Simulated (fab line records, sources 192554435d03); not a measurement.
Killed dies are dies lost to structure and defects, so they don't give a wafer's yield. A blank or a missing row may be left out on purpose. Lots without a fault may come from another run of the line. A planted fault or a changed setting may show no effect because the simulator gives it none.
Which tool did it? | flow n5_finfet | 11 lots, 32 wafers sampled, at 5 steps of a route of 1938

WHAT THE GAUGES READ, wafer by wafer
N5_BEOL_M4_RC_MEAS_101. Usual: DIBL_N 36.3 mV/V, standard deviation 1.9; DIBL_P 36.0 mV/V, standard deviation 2.1; IOFF_N 0.16 nA/um, standard deviation 0.031; IOFF_P 0.21 nA/um, standard deviation 0.035; ION_N 675 uA/um, standard deviation 14; ION_P 464 uA/um, standard deviation 8.5; SS_N 71.5 mV/dec, standard deviation 0.6; SS_P 73.3 mV/dec, standard deviation 0.72; VT_N 250 mV, standard deviation 3.2; VT_P -250 mV, standard deviation 3.1.
lot  | measured     | on        | DIBL_N (mV/V)  | DIBL_P (mV/V)  | IOFF_N (nA/um) | IOFF_P (nA/um) | ION_N (uA/um) | ION_P (uA/um) | SS_N (mV/dec)  | SS_P (mV/dec)  | VT_N (mV)   | VT_P (mV)      | flag
L376 | day 8 05:31  | prober-02 | 33.9 36.2 35.7 | 34.2 36.9 35.3 | 0.12 0.16 0.14 | 0.18 0.23 0.21 | 658 668 656   | 458 462 454   | 71.0 71.5 70.8 | 72.4 73.3 72.4 | 252 250 252 | -251 -248 -249 |
L377 | day 8 06:11  | prober-01 | 33.5 37.7 34.6 | 31.3 36.1 32.5 | 0.11 0.17 0.13 | 0.14 0.20 0.15 | 649 662 664   | 443 455 452   | 70.3 72.0 71.9 | 72.5 73.5 72.4 | 254 253 253 | -258 -252 -256 |
L378 | day 8 15:01  | prober-01 | 34.5 34.5 39.1 | 36.0 36.8 41.7 | 0.14 0.14 0.24 | 0.19 0.20 0.29 | 691 673 698   | 475 464 470   | 70.4 70.9 71.9 | 73.7 74.3 74.9 | 249 251 242 | -252 -250 -247 |
L380 | day 9 00:40  | prober-01 | 34.9 33.6 33.5 | 35.4 34.7 34.3 | 0.14 0.13 0.14 | 0.21 0.20 0.21 | 667 671 681   | 468 470 480   | 71.2 71.3 71.0 | 72.8 72.7 72.3 | 249 250 249 | -248 -248 -247 |
L381 | day 9 06:25  | prober-02 | 39.9 38.3 37.1 | 40.2 37.8 35.9 | 0.22 0.18 0.17 | 0.26 0.23 0.21 | 692 689 701   | 471 473 477   | 72.2 71.7 71.5 | 75.1 73.6 74.6 | 247 247 246 | -246 -246 -248 |
L383 | day 9 10:14  | prober-01 | 33.6 36.4 35.0 | 31.7 35.0 34.1 | 0.10 0.14 0.12 | 0.16 0.21 0.20 | 667 675 663   | 464 462 462   | 70.8 72.4 70.9 | 71.8 72.9 72.1 | 257 252 255 | -254 -248 -249 |
L385 | day 9 22:16  | prober-01 | 35.1 34.2 34.3 | 35.4 34.7 32.9 | 0.14 0.13 0.11 | 0.20 0.19 0.15 | 681 668 656   | 474 459 449   | 71.3 71.3 71.3 | 72.9 73.1 72.6 | 250 254 259 | -250 -251 -254 |
L386 | day 13 07:37 | prober-01 | 38.0 39.8      | 36.9 38.6      | 0.18 0.22      | 0.25 0.28      | 688 686       | 464 470       | 71.5 72.1      | 73.6 74.4      | 248 247     | -250 -246      |
L394 | day 14 09:01 | prober-01 | 36.4 36.8 36.2 | 36.4 38.3 37.6 | 0.18 0.19 0.18 | 0.21 0.24 0.25 | 668 685 681   | 460 466 469   | 72.1 71.9 71.6 | 73.0 74.0 74.3 | 249 247 246 | -249 -248 -246 |
L396 | day 13 00:07 | prober-02 | 38.4 35.6 38.0 | 36.3 34.7 37.4 | 0.17 0.12 0.16 | 0.21 0.19 0.22 | 663 668 676   | 453 464 460   | 72.6 71.1 72.0 | 73.2 73.2 74.0 | 250 252 248 | -250 -251 -246 |
L398 | day 15 04:40 | prober-01 | 36.2 36.5 36.9 | 36.7 36.7 37.3 | 0.15 0.15 0.16 | 0.21 0.21 0.21 | 668 668 665   | 460 458 457   | 71.1 70.7 71.4 | 73.1 73.2 74.1 | 250 251 251 | -249 -248 -250 |

WHICH TOOL RAN EACH LOT (tool, then ch and the chambers of the sampled wafers, then the start)
lot  | N5_GATE_CUT_CMP_61            | N5_MOL_CONTACT_COAG_PRECLEAN_111    | N5_MOL_CONTACT_COAG_TI_SIL_19 | N5_MOL_CONTACT_COAG_PRE_CLEAN_142
L376 | cmp-01 ch 2,3, day 5 01:56    | remote_plasma-02 ch 1, day 5 03:14  | pvd_sputter-03, day 5 03:31   | pvd_sputter-03, day 5 09:00
L377 | cmp-03 ch 1,2, day 5 02:20    | remote_plasma-02 ch 1, day 5 04:01  | pvd_sputter-03, day 5 04:12   | pvd_sputter-02, day 5 09:11
L378 | cmp-01 ch 0,3, day 5 11:48    | remote_plasma-02 ch 0, day 5 14:51  | pvd_sputter-03, day 5 15:09   | pvd_sputter-03, day 5 20:23
L380 | cmp-04 ch 0,2,3, day 5 23:34  | remote_plasma-02 ch 1, day 6 01:56  | pvd_sputter-03, day 6 02:14   | pvd_sputter-01, day 6 07:22
L381 | cmp-01 ch 0,2,3, day 6 03:31  | remote_plasma-02 ch 0, day 6 05:02  | pvd_sputter-01, day 6 06:37   | pvd_sputter-03, day 6 11:50
L383 | cmp-03 ch 0,2,3, day 6 14:03  | remote_plasma-01 ch 1, day 6 15:23  | pvd_sputter-02, day 6 15:37   | pvd_sputter-02, day 6 19:05
L385 | cmp-01 ch 0,1,3, day 7 02:26  | remote_plasma-02 ch 0, day 7 03:44  | pvd_sputter-01, day 7 04:01   | pvd_sputter-01, day 7 07:47
L386 | cmp-04 ch 2,3, day 7 13:52    | remote_plasma-02 ch 0, day 7 15:10  | pvd_sputter-03, day 7 15:22   | pvd_sputter-01, day 7 19:16
L394 | cmp-01 ch 0,1,3, day 9 13:24  | remote_plasma-01 ch 0, day 9 14:49  | pvd_sputter-01, day 9 15:02   | pvd_sputter-03, day 9 19:14
L396 | cmp-01 ch 1,2,3, day 10 00:16 | remote_plasma-01 ch 0, day 10 01:42 | pvd_sputter-01, day 10 01:52  | pvd_sputter-02, day 10 04:19
L398 | cmp-04 ch 0,2,3, day 10 20:21 | remote_plasma-01 ch 1, day 10 21:59 | pvd_sputter-03, day 10 22:11  | pvd_sputter-01, day 11 00:39
- N5_GATE_CUT_CMP_61: polishes, stops on SiNx, t overpolish 3 s.
- N5_MOL_CONTACT_COAG_PRECLEAN_111: cleans in NF3:NH3, afs cycles 1, time 20 s, sublimation time 60 s.
- N5_MOL_CONTACT_COAG_TI_SIL_19: material Ti, target thk 4.2 nm, time 15 s.
- N5_MOL_CONTACT_COAG_PRE_CLEAN_142: time 60 s.

WHAT THE TOOLS THEMSELVES READ (means of the sampled wafers that have a number; where no wafer has one, the mark that the record gives instead)
N5_GATE_CUT_CMP_61. Usual: motor_current_A 12.5 A, standard deviation 1.4; slurry_flow_ml_min 149.9, standard deviation 0.51.
lot  | tool   | motor_current_A (A) | slurry_flow_ml_min | flag
L376 | cmp-01 | 12.9                | 149.6              |
L377 | cmp-03 | 13.0                | 149.9              |
L378 | cmp-01 | 10.9                | 150.0              |
L380 | cmp-04 | 11.6                | 149.9              |
L381 | cmp-01 | 11.9                | 150.2              |
L383 | cmp-03 | 12.7                | 150.1              |
L385 | cmp-01 | 12.0                | 149.9              |
L386 | cmp-04 | 12.6                | 149.8              |
L394 | cmp-01 | 12.2                | 150.1              |
L396 | cmp-01 | 12.7                | 150.3              |
L398 | cmp-04 | 11.8                | 150.5              |

N5_MOL_CONTACT_COAG_PRECLEAN_111. Usual: temp_c 30.02 C, standard deviation 0.12.
lot  | tool             | temp_c (C) | flag
L376 | remote_plasma-02 | 30.04      |
L377 | remote_plasma-02 | 30.12      |
L378 | remote_plasma-02 | 29.94      |
L380 | remote_plasma-02 | 30.10      |
L381 | remote_plasma-02 | 29.90      |
L383 | remote_plasma-01 | 29.97      |
L385 | remote_plasma-02 | 30.08      |
L386 | remote_plasma-02 | 30.16      |
L394 | remote_plasma-01 | 29.97      |
L396 | remote_plasma-01 | 29.90      |
L398 | remote_plasma-01 | 30.06      |

N5_MOL_CONTACT_COAG_TI_SIL_19. Usual: throttle_valve_pct 29.9 %, standard deviation 1.1.
lot  | tool           | throttle_valve_pct (%) | flag
L376 | pvd_sputter-03 | 30.1                   |
L377 | pvd_sputter-03 | 29.5                   |
L378 | pvd_sputter-03 | 29.4                   |
L380 | pvd_sputter-03 | 29.3                   |
L381 | pvd_sputter-01 | 30.5                   |
L383 | pvd_sputter-02 | 29.3                   |
L385 | pvd_sputter-01 | 30.2                   |
L386 | pvd_sputter-03 | 31.2                   |
L394 | pvd_sputter-01 | 30.5                   |
L396 | pvd_sputter-01 | 31.0                   |
L398 | pvd_sputter-03 | 30.4                   |

N5_MOL_CONTACT_COAG_PRE_CLEAN_142. Usual: heater_power_w 464 W, standard deviation 27.
lot  | tool           | heater_power_w (W) | flag
L376 | pvd_sputter-03 | 465                |
L377 | pvd_sputter-02 | 474                |
L378 | pvd_sputter-03 | 492                |
L380 | pvd_sputter-01 | 427                |
L381 | pvd_sputter-03 | 492                |
L383 | pvd_sputter-02 | 450                |
L385 | pvd_sputter-01 | 456                |
L386 | pvd_sputter-01 | 480                |
L394 | pvd_sputter-03 | 470                |
L396 | pvd_sputter-02 | 450                |
L398 | pvd_sputter-01 | 458                |

THE ANSWER, worked out from the rows above alone
Rule: a lot is off if the mean of its wafers that have a number lies more than 3 standard deviations from the usual mean. A lot without any number at a reading at which 4 lots or more have one is off too. The other lots that the step has rows for count as sound. The gauges are gone through in route order, then the tools' own readings, and for those a lot's mean is taken as printed above. The first step at which some lot is off is used, and at that step the reading that is off furthest; a lot without a number counts as furthest.
No lot is off at any reading shown: from this, nothing can be told.

WHAT THE SIMULATOR HAD PUT IN
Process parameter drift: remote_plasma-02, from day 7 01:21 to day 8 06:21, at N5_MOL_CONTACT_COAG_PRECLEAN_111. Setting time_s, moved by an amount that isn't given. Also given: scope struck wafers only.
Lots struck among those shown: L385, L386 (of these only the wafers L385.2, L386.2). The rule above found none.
